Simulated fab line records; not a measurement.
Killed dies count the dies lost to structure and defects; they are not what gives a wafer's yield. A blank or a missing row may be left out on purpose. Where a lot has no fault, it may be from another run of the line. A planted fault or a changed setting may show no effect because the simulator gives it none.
Split-lot trial + flow n5Finfet + 39 wafers read from 7 lots, route of 1938 steps

SPLIT DETAILS
At N5_BEOL_M11_ETCH_62 (etches SOC in N2/H2, target depth 110 nm, overetch 22 nm, time 165 s), the setting timeS was moved away from the recipe's 165 s on 18 of the 39 wafers read, by -48.2% to +40.5%. This setting was run at the recipe's value on the other wafers.

The reading comes from the split's own step.

THE READING
SiARC_of_BEOL_M11_COAT_60.thkNm (the simulator's own value, which no gauge read), in nm, at N5_BEOL_M11_ETCH_62 (etches SOC in N2/H2, target depth 110 nm, overetch 22 nm, time 165 s). The file gives no usual value for it. Across the 21 wafers here that went through the recipe, the average is 23.5 nm and the standard deviation 0.18 nm.

| wafer  | tool, chamber at the split | timeS as run, s | against the recipe | SiARC_of_BEOL_M11_COAT_60.thkNm, nm | against lot-mates on the recipe |
|--------|----------------------------|-----------------|--------------------|-------------------------------------|---------------------------------|
| L080.1 | rieDiel-04, 0              | 165             | recipe             | 23.6                                | -                               |
| L080.3 | rieDiel-04, 3              | 165             | recipe             | 23.4                                | -                               |
| L080.4 | rieDiel-04, 2              | 165             | recipe             | 23.4                                | -                               |
| L087.1 | rieDiel-04, 1              | 85.51           | -48.2%             | 26.8                                | +3.2                            |
| L087.2 | rieDiel-04, 3              | 85.51           | -48.2%             | 26.8                                | +3.2                            |
| L087.3 | rieDiel-04, 2              | 165             | recipe             | 23.4                                | -                               |
| L087.4 | rieDiel-04, 0              | 165             | recipe             | 23.6                                | -                               |
| L087.5 | rieDiel-04, 0              | 85.51           | -48.2%             | 26.6                                | +3.0                            |
| L087.6 | rieDiel-04, 1              | 165             | recipe             | 23.8                                | -                               |
| L086.1 | rieDiel-04, 1              | 128.1           | -22.4%             | 25                                  | +1.4                            |
| L086.2 | rieDiel-04, 0              | 165             | recipe             | 23.6                                | -                               |
| L086.3 | rieDiel-04, 3              | 165             | recipe             | 23.6                                | -                               |
| L086.4 | rieDiel-04, 2              | 128.1           | -22.4%             | 24.8                                | +1.2                            |
| L086.5 | rieDiel-04, 3              | 128.1           | -22.4%             | 25.2                                | +1.6                            |
| L086.6 | rieDiel-04, 0              | 165             | recipe             | 23.6                                | -                               |
| L088.1 | rieDiel-03, 2              | 165             | recipe             | 23.2                                | -                               |
| L088.2 | rieDiel-03, 3              | 165             | recipe             | 23.6                                | -                               |
| L088.3 | rieDiel-03, 0              | 196.6           | +19.2%             | 22.2                                | -1.1                            |
| L088.4 | rieDiel-03, 3              | 196.6           | +19.2%             | 22.6                                | -0.7                            |
| L088.5 | rieDiel-03, 2              | 165             | recipe             | 23.2                                | -                               |
| L088.6 | rieDiel-03, 0              | 196.6           | +19.2%             | 22.4                                | -0.9                            |
| L093.1 | rieDiel-03, 2              | 165             | recipe             | 23.4                                | -                               |
| L093.2 | rieDiel-03, 0              | 100.5           | -39.1%             | 25.8                                | +2.3                            |
| L093.3 | rieDiel-03, 3              | 165             | recipe             | 23.8                                | -                               |
| L093.4 | rieDiel-03, 0              | 100.5           | -39.1%             | 26.2                                | +2.7                            |
| L093.5 | rieDiel-03, 2              | 165             | recipe             | 23.4                                | -                               |
| L093.6 | rieDiel-03, 3              | 100.5           | -39.1%             | 26.2                                | +2.7                            |
| L094.1 | rieDiel-02, 2              | 133.9           | -18.8%             | 24.8                                | +1.2                            |
| L094.2 | rieDiel-02, 3              | 133.9           | -18.8%             | 25                                  | +1.4                            |
| L094.3 | rieDiel-02, 0              | 165             | recipe             | 23.4                                | -                               |
| L094.4 | rieDiel-02, 1              | 165             | recipe             | 23.6                                | -                               |
| L094.5 | rieDiel-02, 3              | 165             | recipe             | 23.8                                | -                               |
| L094.6 | rieDiel-02, 2              | 133.9           | -18.8%             | 24.8                                | +1.2                            |
| L095.1 | rieDiel-04, 1              | 165             | recipe             | 23.6                                | -                               |
| L095.2 | rieDiel-04, 2              | 231.9           | +40.5%             | 20.6                                | -2.9                            |
| L095.3 | rieDiel-04, 3              | 231.9           | +40.5%             | 21.2                                | -2.3                            |
| L095.4 | rieDiel-04, 3              | 165             | recipe             | 23.6                                | -                               |
| L095.5 | rieDiel-04, 1              | 231.9           | +40.5%             | 21                                  | -2.5                            |
| L095.6 | rieDiel-04, 2              | 165             | recipe             | 23.2                                | -                               |

FIT RESULTS
A straight line over all 39 wafers: SiARC_of_BEOL_M11_COAT_60.thkNm changes by -0.0651 nm for each +1% of timeS; r = -0.99; the points scatter about the line by 0.19 nm.
The same after taking each lot's own level away (the mean of its wafers on the recipe; 39 wafers): -0.063 nm for each +1%; r = -0.99; scatter 0.18 nm.
That fit puts the effect of the largest move of timeS on the reading at 3 nm.
Across the lots, their own levels run from 23.33 to 23.60 nm, a range of 1.5 times the standard deviation given above.
The two slopes are in agreement: the lot-to-lot level therefore moves the slope only a little.
Check: +3.06 nm against its lot-mates is what the line predicts for one of the wafers moved furthest among these (-48.2%) when that wafer is left out of the fit. It came out at +3.2 nm against them.

THESE WAFERS: OTHER SPLITS
Other splits were also applied to these wafers ahead of the reading. Each is held against what the fit with the lots' levels taken away leaves over:
| other split on the same wafers  | wafers away from the commonest value | r with SiARC_of_BEOL_M11_COAT_60.thkNm (lot level and that fit taken away) |
|---------------------------------|--------------------------------------|----------------------------------------------------------------------------|
| N5_BEOL_M5_TRENCH_ETCH_37 timeS | 12                                   | -0.05                                                                      |
| N5_BEOL_M9_ETCH_62 timeS        | 15                                   | -0.40                                                                      |

THE WHOLE CHAIN: every reading that the file lists as answering this split, in the file's order
| step                | what it does                                                         | reading                                                                          | change (the file's fit)                                                              | r (the file's) |
|---------------------|----------------------------------------------------------------------|----------------------------------------------------------------------------------|--------------------------------------------------------------------------------------|----------------|
| N5_BEOL_M11_ETCH_62 | etches SOC in N2/H2, target depth 110 nm, overetch 22 nm, time 165 s | etch.depthNm (the simulator's own value, which no gauge read)                    | not straight: 69.22 at the lowest setting, 99.97 at the recipe, 99.93 at the highest | not given      |
| N5_BEOL_M11_ETCH_62 | etches SOC in N2/H2, target depth 110 nm, overetch 22 nm, time 165 s | SiARC_of_BEOL_M11_COAT_60.thkNm (the simulator's own value, which no gauge read) | -0.0634 nm for each +1% of the setting                                               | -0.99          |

FILE'S OWN FIT
SiARC_of_BEOL_M11_COAT_60.thkNm changes by -0.0634 nm for each +1% of timeS, r = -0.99.
